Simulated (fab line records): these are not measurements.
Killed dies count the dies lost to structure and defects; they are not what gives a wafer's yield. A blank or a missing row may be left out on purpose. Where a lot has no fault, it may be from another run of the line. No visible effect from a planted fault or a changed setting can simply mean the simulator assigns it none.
The tool behind it: which one?    flow nandHarc    Sampling: 13 lots, 39 wafers, 5 of 1302 route steps

== WHAT THE GAUGES READ, wafer by wafer ==
NHARC_A_BONDPAD_THK_MEAS_30: measures by ellipsometry. Usual: thkNm at 199.7 nm, with a standard deviation of 1.5.
lot   measured      on            thkNm (nm)         flag
L911  day 22 23:49  filmMetro-01  200.5 201.9 199.1  
L910  day 23 01:08  filmMetro-01  198.3 202.8 199.1  
L920  day 27 04:32  filmMetro-01  201.5 200.2 201.7  
L923  day 27 19:44  filmMetro-01  199.9 200.1 196.9  
L922  day 27 20:40  filmMetro-01  197.2 198.2 198.6  
L921  day 28 02:17  filmMetro-01  200.4 200.1 201.7  
L927  day 29 22:10  filmMetro-02  200.3 199.6 199.7  
L924  day 30 04:11  filmMetro-02  201.3 198.2 200.9  
L930  day 30 20:07  filmMetro-02  200.5 200.4 201.3  
L928  day 30 22:03  filmMetro-02  199.1 199.6 198.7  
L929  day 32 00:16  filmMetro-02  197.2 197.2 199.1  
L931  day 32 07:47  filmMetro-02  202.2 196.2 200.7  
L933  day 32 17:39  filmMetro-02  200.8 200.3 198.5  

NHARC_END_SORT_01. Usual: killedAtArray 62, standard deviation 15; killedAtOther 0.8, standard deviation 1; killedAtPeriphery 3.7, standard deviation 2.6; killedDies 66, standard deviation 15; killedOpen 3.1, standard deviation 1.8; killedShort 2.6, standard deviation 1.7.
lot   measured      on         killedAtArray  killedAtOther  killedAtPeriphery  killedDies   killedOpen  killedShort  flag
L920  day 28 12:23  prober-02  136 156 106    0 1 0          3 2 7              139 159 113  2 2 2       2 1 5        OFF
L921  day 29 11:07  prober-01  162 149 117    0 0 0          2 3 0              164 152 117  0 0 1       1 3 2        OFF

== TOOL THAT RAN EACH LOT (tool first, then ch and the chambers of the sampled wafers, then the start) ==
lot   NHARC_A_CONTACT_ETCH_124            NHARC_HYBRID_BOND_ACTIVATE_00      NHARC_THIN_TSV_PVD_19
L911  harCapEtch-03 ch 0,1, day 21 21:17  rieDiel-08 ch 0,1, day 23 03:06    pvdSputter-02, no start
L910  harCapEtch-02 ch 0,1, day 22 00:26  rieDiel-04 ch 1,3, day 23 04:28    pvdSputter-01, no start
L920  harCapEtch-02 ch 0,1, day 26 01:25  rieDiel-04 ch 0,1, day 27 07:58    pvdSputter-01, day 28 12:23 or earlier
L923  harCapEtch-01 ch 0,1, day 26 14:44  rieDiel-08 ch 0,1,3, day 27 23:06  pvdSputter-03, no start
L922  harCapEtch-03 ch 0,1, day 26 18:05  rieDiel-08 ch 2,3, day 28 00:02    pvdSputter-02, no start
L921  harCapEtch-02 ch 0,1, day 27 01:18  rieDiel-08 ch 0,1,2, day 28 05:56  pvdSputter-03, day 29 11:07 or earlier
L927  harCapEtch-01 ch 0,1, day 28 18:17  rieDiel-08 ch 0,2,3, day 30 01:28  pvdSputter-01, no start
L924  harCapEtch-03 ch 1, day 28 22:56    rieDiel-05 ch 1,3, day 30 07:43    pvdSputter-02, no start
L930  harCapEtch-01 ch 0,1, day 29 19:04  rieDiel-08 ch 0,1, day 30 23:31    pvdSputter-03, no start
L928  harCapEtch-02 ch 0,1, day 29 19:47  rieDiel-08 ch 0,1,3, day 31 01:26  pvdSputter-01, no start
L929  harCapEtch-02 ch 0,1, day 30 19:24  rieDiel-08 ch 1,2, day 32 03:39    pvdSputter-03, no start
L931  harCapEtch-02 ch 0,1, day 31 05:30  rieDiel-05 ch 0,1, day 32 11:09    pvdSputter-02, no start
L933  harCapEtch-02 ch 0,1, day 31 12:01  rieDiel-08 ch 1,3, day 32 21:25    pvdSputter-01, no start
- NHARC_A_CONTACT_ETCH_124: etches the open film in C4F8/O2/Ar, time 140 s, target depth 700 nm.
- NHARC_HYBRID_BOND_ACTIVATE_00: chemistry N2, time 60 s.
- NHARC_THIN_TSV_PVD_19: deposits TaN, target thk 20 nm.

== WHAT THE TOOLS THEMSELVES READ (means of the sampled wafers that have a number; where no wafer has one, the mark that the record gives instead) ==
NHARC_HYBRID_BOND_ACTIVATE_00. Usual: drypumpMotorCurrentA 5.9 A, standard deviation 0.41; oesProductAu 1.000 a.u., standard deviation 0.0081; rfVppV 63.9 V, standard deviation 0.85; showerheadPlenumPTorr 1.72 Torr, standard deviation 0.087.
lot   tool        drypumpMotorCurrentA (A)  oesProductAu (a.u.)  rfVppV (V)  showerheadPlenumPTorr (Torr)  flag
L911  rieDiel-08  6.0                       0.999                64.0        1.67                          
L910  rieDiel-04  5.6                       0.992                64.0        1.68                          
L920  rieDiel-04  6.3                       1.010                63.6        1.77                          
L923  rieDiel-08  6.0                       0.995                63.4        1.74                          
L922  rieDiel-08  5.8                       0.996                64.7        1.79                          
L921  rieDiel-08  5.7                       1.001                63.9        1.69                          
L927  rieDiel-08  5.8                       1.001                64.9        1.76                          
L924  rieDiel-05  5.6                       1.005                63.6        1.65                          
L930  rieDiel-08  6.0                       1.007                63.9        1.67                          
L928  rieDiel-08  6.0                       1.005                64.2        1.74                          
L929  rieDiel-08  6.0                       1.000                63.5        1.71                          
L931  rieDiel-05  5.8                       1.003                63.5        1.65                          
L933  rieDiel-08  6.2                       0.991                64.7        1.76                          

NHARC_THIN_TSV_PVD_19. Usual: throttleValvePct at 30.4 %, with a standard deviation of 0.91.
lot   tool           throttleValvePct (%)  flag
L911  pvdSputter-02  30.3                  
L910  pvdSputter-01  30.2                  
L920  pvdSputter-01  31.0                  
L923  pvdSputter-03  30.5                  
L922  pvdSputter-02  29.8                  
L921  pvdSputter-03  31.0                  
L927  pvdSputter-01  30.9                  
L924  pvdSputter-02  30.0                  
L930  pvdSputter-03  30.7                  
L928  pvdSputter-01  30.7                  
L929  pvdSputter-03  31.2                  
L931  pvdSputter-02  30.0                  
L933  pvdSputter-01  30.2                  

== THE ANSWER, worked out from the rows above alone ==
Rule: take the mean of a lot's wafers that have a number; if it is more than 3 standard deviations from the usual mean, the lot is off. A lot without any number at a reading at which 4 lots or more have one is off too. Any other lot the step has rows for is counted as sound. The gauges are gone through in route order, then the tools' own readings, and for those a lot's mean is taken as printed above. The first step at which some lot is off is used, and at that step the reading that is off furthest; a lot without a number counts as furthest.
Off: L920, L921 (NHARC_END_SORT_01, killedAtArray). Neither off nor sound, because the step has no rows for them: L911, L910, L923, L922, L927, L924, L930, L928, L929, L931, L933.
A tool fits if, at a process step before that reading, it ran every lot that is off, and no sound lot after the first of them. Those tools and the gauges at NHARC_END_SORT_01 are tried in the same way. NHARC_THIN_TSV_PVD_19: start missing for some lots; hours and lot order therefore follow NHARC_END_SORT_01. One candidate fits, namely harCapEtch-02 at NHARC_A_CONTACT_ETCH_124. It ran no sound lot before its first lot that is off in this sample, so the start can't be narrowed down.

== WHAT THE SIMULATOR PUT IN ==
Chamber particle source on harCapEtch-02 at NHARC_A_CONTACT_ETCH_124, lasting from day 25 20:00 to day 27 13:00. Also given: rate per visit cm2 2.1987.
Struck lots among those shown: L920, L921. This agrees with what the rule above found.
